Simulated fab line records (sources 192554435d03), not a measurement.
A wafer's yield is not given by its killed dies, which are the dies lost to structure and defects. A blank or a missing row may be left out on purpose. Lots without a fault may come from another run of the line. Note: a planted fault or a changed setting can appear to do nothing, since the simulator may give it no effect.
Code-filled problem report in 8D (eight disciplines) form    flow n5_finfet    the parts of the form that need people (team, actions taken, sign-off) are left out

1. PROBLEM STATEMENT
N5_BEOL_M10_CVD_75, run_length_s: mean 159.4 s over 1 wafer from 1 lot; wafers with no fault: 161.9 s, standard deviation 0.61. That is -4.1 standard deviations from the usual mean.
The step: deposits Co from CCTBA/H2, target thk 2 nm, time 138.9 s.
Seen first at day 14 01:20 on cvd_co-01, wafer L440.1. The record holds 33 wafers of 11 lots with a number at this step. Rule for "out", or "out of limits": more than 4 standard deviations from the usual mean. The other wafers with a number count as sound.

2. WHAT IT IS AND WHAT IT IS NOT
question                     is                 is not
which readings at this step  run_length_s       -
which lots                   L440               L426, L427, L429, L433, L434, L436, L437, L438, L442, L448
which wafers of those lots   L440.1             L440.4, L440.5
read on which tools          cvd_co-01          cvd_co-02
when                         from day 14 01:20  up to then (29 sound wafers); but 3 sound wafers of L448 came after

3. THE SUSPECTS, EACH WITH WHAT RULES IT OUT
Counting: any tool at a process step up to the reading remains a suspect provided it ran every lot that is out. Sound lots after the first of them don't rule it out here, since some wafers of a struck lot are sound.
- rie_diel-03 at N5_BEOL_M10_ETCH_41 (etches SiCN in CH3F/O2, target depth 42.6 nm, time 86 s): kept. It ran the lot that is out, L440 (day 13 23:56); its last sound lot up to then is L436 (day 12 08:42). Because N5_BEOL_M10_ETCH_41 lacks a start for some lots, the hours and order of its lots are taken from N5_BEOL_M10_PRE_CLEAN_45.
- pvd_sputter-03 at N5_BEOL_M10_PRE_CLEAN_45 (time 30 s): kept. It ran the lot that is out, L440 (day 13 23:56); its last sound lot up to then is L437 (day 12 18:45).
- ald_metal-04 at N5_BEOL_M10_ALD_74 (deposits TaN, target thk 2 nm, pulse time 2 s, purge time 3 s): kept. It ran the lot that is out, L440 (day 13 23:59); its last sound lot up to then is L426 (day 10 01:47).
- cvd_co-01 at N5_BEOL_M10_CVD_75 (deposits Co from CCTBA/H2, target thk 2 nm, time 138.9 s): kept. It ran the lot that is out, L440 (day 14 01:20); its last sound lot up to then is L442 (day 14 00:14). On those wafers its own readings are out: run_length_s.
- Within rie_diel-03 at N5_BEOL_M10_ETCH_41, the wafers that are out were processed in chamber 0 and their sound lot-mates in chamber 2.
- At N5_BEOL_M10_ALD_74, inside ald_metal-04: chamber 0 took the wafers that are out, while their sound lot-mates went through chambers 2, 3.
Left after counting: rie_diel-03 at N5_BEOL_M10_ETCH_41, pvd_sputter-03 at N5_BEOL_M10_PRE_CLEAN_45, ald_metal-04 at N5_BEOL_M10_ALD_74, cvd_co-01 at N5_BEOL_M10_CVD_75.

4. THE CAUSE (what the simulator had put in)
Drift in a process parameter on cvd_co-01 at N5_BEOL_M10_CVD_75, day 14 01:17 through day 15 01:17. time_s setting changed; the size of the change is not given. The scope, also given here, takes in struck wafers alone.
Of the 4 suspects that counting leaves, this tool is one.

5. THE EFFECT CHAIN, in route order
Each row: a reading where the mean over the struck wafers with a number is more than 3 standard deviations away from the usual. Scope: only readings with a usual standard deviation given in the record; hours: median across lots of the time from each lot's start at the first step in this table that gives one to its start at this step; sigmas: change in usual standard deviations.
hours  step                reading       usual    on struck wafers  change  sigmas
0      N5_BEOL_M10_CVD_75  run_length_s  161.9 s  159.4             -2.5    -4.1
The process steps in it:
- N5_BEOL_M10_CVD_75: deposits Co from CCTBA/H2, target thk 2 nm, time 138.9 s.

6. WHAT WOULD HAVE CAUGHT IT SOONER
The fault began at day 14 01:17; the first out-of-limits reading in this record came at day 14 01:20, 0 hours later.
